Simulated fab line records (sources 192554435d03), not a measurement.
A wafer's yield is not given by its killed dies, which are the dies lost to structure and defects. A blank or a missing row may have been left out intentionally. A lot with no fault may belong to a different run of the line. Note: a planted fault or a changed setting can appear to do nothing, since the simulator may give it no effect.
A struck lot beside a sound one	flow n5 finfet	30 out of 1938 route steps
Sound: wafers L480.2, L480.3, L480.5. Wafers L481.2, L481.3, L481.5 were the ones struck. The cause is named last.
Each step with rows lists, per side, the tool, then ch with its chambers, then its first start. Under that, the readings that differ: sound wafers	struck wafers	difference of the means	sigmas: that difference in standard deviations of wafers without a fault.
alike: same words and numbers on both sides, and readings whose means sit less than 2 such deviations apart. not compared: any withheld reading, any reading some wafer has no value for, any bound like >300 that may hide the same value, and any number with overlapping values for which the record gives no deviation.
Wherever a step has rows on one side only, a row that says differs or no value, or a row with sigmas, the two part there. Numbers that have no deviation but don't overlap get no sigmas and don't part them. A reading missing from all wafers of one side parts the sides only when that side holds two or more wafers.

first, 11 steps without rows for these wafers: N5_BEOL_M8_PRECLEAN_42 (cleans in residue remover, time 60 s); N5_BEOL_M8_SRD_43 (time 30 s); N5_BEOL_M8_CURE_75 (cures SiCOH lowk, time 120 s); N5_BEOL_M8_DEGAS_44 (time 60 s); N5_BEOL_M8_PRE_CLEAN_45 (time 30 s); N5_BEOL_M8_ALD_77 (deposits TaN, target thk 2 nm, pulse time 2 s, purge time 3 s); N5_BEOL_M8_SURFACE_TREAT_79; N5_BEOL_M8_CVD_78 (deposits Co from CCTBA/H2, target thk 2 nm, time 142.3 s); N5_BEOL_M8_SPUTTER_48 (material Cu, target thk 10 nm, time 1.667 s); N5_BEOL_M8_ECD_50 (material Cu, target thk 300 nm); N5_BEOL_M8_ANNEAL_51 (time 90 s).
N5_BEOL_M8_CMP_52: polishes, stops on SiCOH lowk, t overpolish 6.9 s, target thk 80 nm.
  sound on cmp-03 ch 0,2, day 10 12:16; struck on cmp-03 ch 1,2,3, day 10 15:07
  alike: barrier field endpoint s, edge zone pressure frac, motor current A, overpolish run s, slurry filter dp kPa, time to endpoint s
then, 2 steps without rows for these wafers: N5_BEOL_M8_PRE_CLEAN_55 (time 15 s); N5_BEOL_M8_DEP_56 (deposits SiCN from 3MS/NH3, target thk 10 nm, time 17.5 s).
N5_BEOL_M8_INSPECT_58: inspects for defects (darkfield).
  sound: defect inspect-01 at day 10 12:43; struck: defect inspect-02 at day 10 15:30
reading	sound	struck	difference	sigmas
raw defect count	44 40 46	889 852 864	+825	+38
then, 12 steps without rows for these wafers: N5_BEOL_M9_ILD_DEP_00 (deposits SiCOH lowk from DEMS/porogen, target thk 308.51 nm, time 58 s); N5_BEOL_M9_CURE_71 (cures SiCOH lowk, time 240 s); N5_BEOL_M9_PECVD_70 (deposits SiO2 from TEOS/O2, target thk 20 nm, time 22.7 s); N5_BEOL_M9_HM_DEP_02 (deposits TiN, target thk 20 nm); N5_BEOL_M9_COAT_59 (time 60 s, resist thk 100 nm); N5_BEOL_M9_COAT_60 (time 60 s, resist thk 30 nm); N5_BEOL_M9_COAT_05 (resist thk 90 nm); N5_BEOL_M9_EBR_07; N5_BEOL_M9_SOFTBAKE_06 (time 60 s); N5_BEOL_M9_EXPOSE_08 (exposes mask M9); N5_BEOL_M9_PEB_09 (peb time 60 s); N5_BEOL_M9_DEVELOP_10 (develop time 30 s).
N5_BEOL_M9_INSPECT_13: inspects for defects (brightfield).
  sound: defect inspect-02 at day 10 14:36; struck: defect inspect-02 at day 10 18:53
reading	sound	struck	difference	sigmas
raw defect count	393 295 325	1154 1127 1203	+824	+9
then, 1 step without rows for these wafers: N5_BEOL_M9_DESCUM_16 (chemistry O2, time 7.9 s).
-- the record jumps here: 3 days lie between the struck wafers' starts before and after (it left off in module BEOL_M9 and takes up again in module PASSIVATION, whose first step shown is number 1936 of the route) --
N5_PASSIVATION_PROBE_49:
  sound: prober-02 at day 13 01:54; struck: prober-01 at day 13 09:34
reading	sound	struck	difference	sigmas
defect limited yield (%)	90.4 90.3 89.7	42.0 45.8 44.6	-46.0	-31
killed_at_M4_up	14 11 24	583 556 555	+548	+99 or more
killed dies	113 115 122	684 639 654	+542	+32
killed on rim	13 9 19	87 73 88	+69	+16
sort_bin_5_function (%)	5.0 5.8 5.8	35.4 35.2 35.3	+29.8	+30
sort_bin_6_memory (%)	4.4 3.5 4.2	17.7 15.7 16.9	+12.7	+18
sort n pass	1067 1065 1058	496 541 526	-542	-32
sort yield pct (%)	90.4 90.3 89.7	42.0 45.8 44.6	-46.0	-31
  alike: killed_at_M0_to_M3, killed at contacts, killed at front end, killed at other, killed open, killed short

== WHERE THEY PART ==
Earliest at N5_BEOL_M8_INSPECT_58; latest, in this record, at N5_PASSIVATION_PROBE_49.

WHY: what had been put in by the simulator
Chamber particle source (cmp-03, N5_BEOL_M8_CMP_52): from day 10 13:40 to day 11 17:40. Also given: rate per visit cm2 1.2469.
